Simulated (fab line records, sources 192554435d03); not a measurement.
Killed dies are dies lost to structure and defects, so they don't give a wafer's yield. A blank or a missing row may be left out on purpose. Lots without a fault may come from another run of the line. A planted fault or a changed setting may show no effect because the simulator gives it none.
Which tool did it? | flow n5_finfet | 10 lots, 30 wafers sampled, at 7 steps of a route of 1938

WHAT THE GAUGES READ, wafer by wafer
N5_SD_EPI_P_INSPECT_11: inspects for defects (macro).
lot  | measured    | on                | raw_defect_count
L183 | day 3 07:05 | defect_inspect-02 | 4 2 5
L184 | day 3 09:58 | defect_inspect-01 | 2 2 2
L185 | day 3 19:37 | defect_inspect-02 | 1 2 2
L186 | day 3 22:38 | defect_inspect-02 | 2 0 1
L189 | day 4 21:01 | defect_inspect-02 | 1 4 2
L197 | day 6 16:41 | defect_inspect-01 | 0 1 2
L202 | day 8 00:44 | defect_inspect-02 | 2 1 1
L201 | day 8 05:10 | defect_inspect-02 | 1 2 1
L205 | day 8 17:37 | defect_inspect-02 | 3 0 3
L206 | day 9 01:09 | defect_inspect-02 | 2 1 1

N5_SD_EPI_P_INSPECT_26: inspects for defects (darkfield).
lot  | measured    | on                | raw_defect_count
L183 | day 3 11:47 | defect_inspect-02 | 200 188 183
L184 | day 3 13:47 | defect_inspect-01 | 214 165 164
L185 | day 4 00:12 | defect_inspect-02 | 169 162 173
L186 | day 4 02:24 | defect_inspect-02 | 200 181 165
L189 | day 5 00:47 | defect_inspect-01 | 174 927 179
L197 | day 6 20:28 | defect_inspect-02 | 119 169 128
L202 | day 8 05:20 | defect_inspect-02 | 148 182 208
L201 | day 8 09:31 | defect_inspect-01 | 305 210 236
L205 | day 8 21:24 | defect_inspect-01 | 142 167 141
L206 | day 9 05:46 | defect_inspect-02 | 102 214 171

N5_SD_ACTIVATION_INSPECT_02: inspects for defects (darkfield).
lot  | measured    | on                | raw_defect_count
L183 | day 3 12:33 | defect_inspect-01 | 236 201 213
L184 | day 3 14:32 | defect_inspect-02 | 193 143 138
L185 | day 4 00:58 | defect_inspect-01 | 185 183 198
L186 | day 4 03:09 | defect_inspect-02 | 178 171 162
L189 | day 5 01:40 | defect_inspect-01 | 181 919 170
L197 | day 6 21:14 | defect_inspect-01 | 141 182 139
L202 | day 8 06:05 | defect_inspect-01 | 168 200 215
L201 | day 8 10:16 | defect_inspect-02 | 253 184 222
L205 | day 8 22:20 | defect_inspect-02 | 127 151 119
L206 | day 9 06:31 | defect_inspect-02 | 98 214 187

N5_ILD0_THK_MEAS_08.
lot  | measured    | on            | thk_nm (nm)
L183 | day 3 15:34 | film_metro-01 | 138.5 140.1 139.1
L184 | day 3 17:41 | film_metro-02 | 139.6 139.8 139.7
L185 | day 4 03:59 | film_metro-01 | 138.8 139.1 139.7
L186 | day 4 06:11 | film_metro-01 | 140.8 138.8 138.3
L189 | day 5 04:47 | film_metro-02 | 139.6 140.0 140.7
L197 | day 7 00:27 | film_metro-02 | 140.8 139.1 140.4
L202 | day 8 09:08 | film_metro-01 | 140.5 140.2 139.5
L201 | day 8 14:47 | film_metro-01 | 139.7 139.2 139.1
L205 | day 9 03:03 | film_metro-01 | 140.4 139.6 141.0
L206 | day 9 09:53 | film_metro-02 | 139.8 141.5 139.6

N5_BEOL_M4_RC_MEAS_101.
lot  | measured     | on        | DIBL_N (mV/V)  | DIBL_P (mV/V)  | IOFF_N (nA/um)    | IOFF_P (nA/um) | ION_N (uA/um) | ION_P (uA/um) | SS_N (mV/dec)  | SS_P (mV/dec)  | VT_N (mV)         | VT_P (mV)
L183 | day 7 23:20  | prober-02 | 34.3 36.1 36.9 | 35.5 38.0 38.7 | 0.138 0.161 0.184 | 0.19 0.24 0.25 | 668 682 688   | 457 466 465   | 70.9 71.5 72.0 | 72.3 72.9 73.2 | 252.3 252.3 249.9 | -251 -251 -246
L184 | day 7 20:24  | prober-01 | 37.7 36.3 38.5 | 38.5 36.5 39.0 | 0.175 0.146 0.194 | 0.26 0.22 0.27 | 683 676 683   | 474 472 468   | 72.3 71.1 72.0 | 74.0 73.0 74.1 | 251.0 251.9 247.4 | -247 -250 -245
L185 | day 8 02:20  | prober-01 | 35.1 34.4 34.1 | 35.1 34.7 33.3 | 0.140 0.130 0.114 | 0.18 0.18 0.16 | 670 663 656   | 458 461 449   | 71.4 70.9 71.2 | 73.4 73.1 72.0 | 250.7 255.0 254.7 | -254 -254 -255
L186 | day 8 17:38  | prober-01 | 36.9 38.4 36.7 | 36.6 37.3 35.5 | 0.154 0.171 0.148 | 0.22 0.22 0.20 | 666 669 670   | 461 461 458   | 72.4 71.9 71.7 | 73.5 74.1 72.9 | 254.4 251.4 253.9 | -251 -252 -252
L189 | day 9 10:29  | prober-01 | 37.8 38.4 39.3 | 37.8 38.4 39.3 | 0.168 0.180 0.192 | 0.21 0.22 0.24 | 684 689 680   | 461 461 463   | 72.0 71.5 71.3 | 73.6 74.4 74.3 | 253.7 249.0 251.1 | -250 -250 -253
L197 | day 11 15:15 | prober-01 | 36.2 39.3 38.4 | 37.1 40.7 39.7 | 0.157 0.232 0.198 | 0.25 0.31 0.31 | 685 699 686   | 473 480 474   | 70.6 72.4 71.0 | 73.1 74.5 74.5 | 247.2 243.7 244.2 | -246 -241 -240
L202 | day 12 12:52 | prober-01 | 37.6 35.3 34.3 | 39.8 38.0 36.5 | 0.205 0.153 0.132 | 0.24 0.21 0.18 | 676 669 658   | 460 462 459   | 72.9 71.9 71.9 | 74.1 74.0 73.4 | 246.6 252.0 253.2 | -249 -251 -253
L201 | day 12 17:14 | prober-01 | 35.9 37.0 38.6 | 35.2 37.2 40.1 | 0.144 0.162 0.212 | 0.20 0.23 0.30 | 699 691 705   | 475 467 488   | 71.7 71.6 72.1 | 73.5 74.1 74.0 | 248.9 248.4 245.7 | -250 -251 -242
L205 | day 14 08:34 | prober-02 | 35.0 34.2 32.9 | 34.8 34.5 33.3 | 0.149 0.141 0.116 | 0.22 0.22 0.19 | 664 686 666   | 463 482 469   | 71.1 70.4 71.3 | 72.8 73.0 73.1 | 250.4 249.9 252.7 | -248 -248 -251
L206 | day 14 01:01 | prober-01 | 38.4 36.2 36.0 | 38.9 36.3 35.3 | 0.223 0.157 0.158 | 0.30 0.23 0.21 | 690 666 675   | 478 461 461   | 73.0 71.9 71.6 | 74.6 73.7 72.9 | 246.9 252.2 252.8 | -245 -248 -252

WHICH TOOL RAN EACH LOT (tool, then ch and the chambers of the sampled wafers, then the start)
lot  | N5_SD_EPI_P_PRECLEAN_24            | N5_ILD0_CMP_07
L183 | wet_bench-06 ch 3,4,6, day 3 11:43 | cmp-01 ch 2,3, day 3 15:16
L184 | wet_bench-03 ch 1,3,6, day 3 13:43 | cmp-04 ch 0,2, day 3 17:24
L185 | wet_bench-03 ch 1,2,3, day 4 00:08 | cmp-03 ch 1,2, day 4 03:44
L186 | wet_bench-03 ch 4,6,7, day 4 02:19 | cmp-03 ch 0,1,3, day 4 05:56
L189 | wet_bench-03 ch 0,1,3, day 5 00:43 | cmp-04 ch 0,3, day 5 04:29
L197 | wet_bench-02 ch 0,2,7, day 6 20:23 | cmp-04 ch 0,1,2, day 7 00:10
L202 | wet_bench-02 ch 0,5,7, day 8 05:16 | cmp-03 ch 0,2,3, day 8 08:52
L201 | wet_bench-02 ch 1,2,6, day 8 09:26 | cmp-01 ch 0,1,3, day 8 14:32
L205 | wet_bench-02 ch 0,2,6, day 8 21:20 | cmp-04 ch 0,1,3, day 9 02:48
L206 | wet_bench-03 ch 0,1,7, day 9 05:41 | cmp-03 ch 0,2, day 9 09:38
- N5_SD_EPI_P_PRECLEAN_24: cleans in O3/DIW, time 45 s.
- N5_ILD0_CMP_07: polishes SiO2 flowable, stops on poly-Si, t overpolish 1.18 s, target thk 138.88 nm.

WHAT THE TOOLS THEMSELVES READ (means of the sampled wafers that have a number; where no wafer has one, the mark that the record gives instead)
N5_SD_EPI_P_PRECLEAN_24.
lot  | tool         | bath_heat_duty_pct (%)
L183 | wet_bench-06 | 2.5
L184 | wet_bench-03 | 2.4
L185 | wet_bench-03 | 2.6
L186 | wet_bench-03 | 2.6
L189 | wet_bench-03 | 2.8
L197 | wet_bench-02 | 2.5
L202 | wet_bench-02 | 2.2
L201 | wet_bench-02 | 2.5
L205 | wet_bench-02 | 2.1
L206 | wet_bench-03 | 2.5

N5_ILD0_CMP_07.
lot  | tool   | motor_current_A (A) | pad_life_wafers
L183 | cmp-01 | 13.7                | 918
L184 | cmp-04 | 12.1                | 55
L185 | cmp-03 | 12.9                | 967
L186 | cmp-03 | 12.4                | 986
L189 | cmp-04 | 12.0                | 362
L197 | cmp-04 | 12.4                | 733
L202 | cmp-03 | 14.1                | 1622
L201 | cmp-01 | 13.0                | 1922
L205 | cmp-04 | 12.2                | 1124
L206 | cmp-03 | 13.8                | 1826

THE ANSWER, worked out from the rows above alone
Rule: what is usual is taken from the lots themselves. Put in order of their means at a reading, lots are off if they are a third of the lots or fewer, leave a main group of 4 or more, and stand apart from it by a gap of 3 or more times the standard deviation of the main group's means; of several such gaps the widest counts. A main group whose means are all the same, to the digits that the tables above print for the reading, isn't used. A lot without any number at a reading at which 4 lots or more have one is off too. The other lots that the step has rows for count as sound. The gauges are gone through in route order, then the tools' own readings, and for those a lot's mean is taken as printed above. The first step at which some lot is off is used, and at that step the reading that is off furthest; a lot without a number counts as furthest.
Off: L189, at N5_SD_EPI_P_INSPECT_26 (raw_defect_count). The main group: mean 178, standard deviation 30.
A tool fits if, at a process step before that reading, it ran every lot that is off, and no sound lot after the first of them. The gauges at N5_SD_EPI_P_INSPECT_26 are tried like those tools. None of those tried fits.

WHAT THE SIMULATOR HAD PUT IN
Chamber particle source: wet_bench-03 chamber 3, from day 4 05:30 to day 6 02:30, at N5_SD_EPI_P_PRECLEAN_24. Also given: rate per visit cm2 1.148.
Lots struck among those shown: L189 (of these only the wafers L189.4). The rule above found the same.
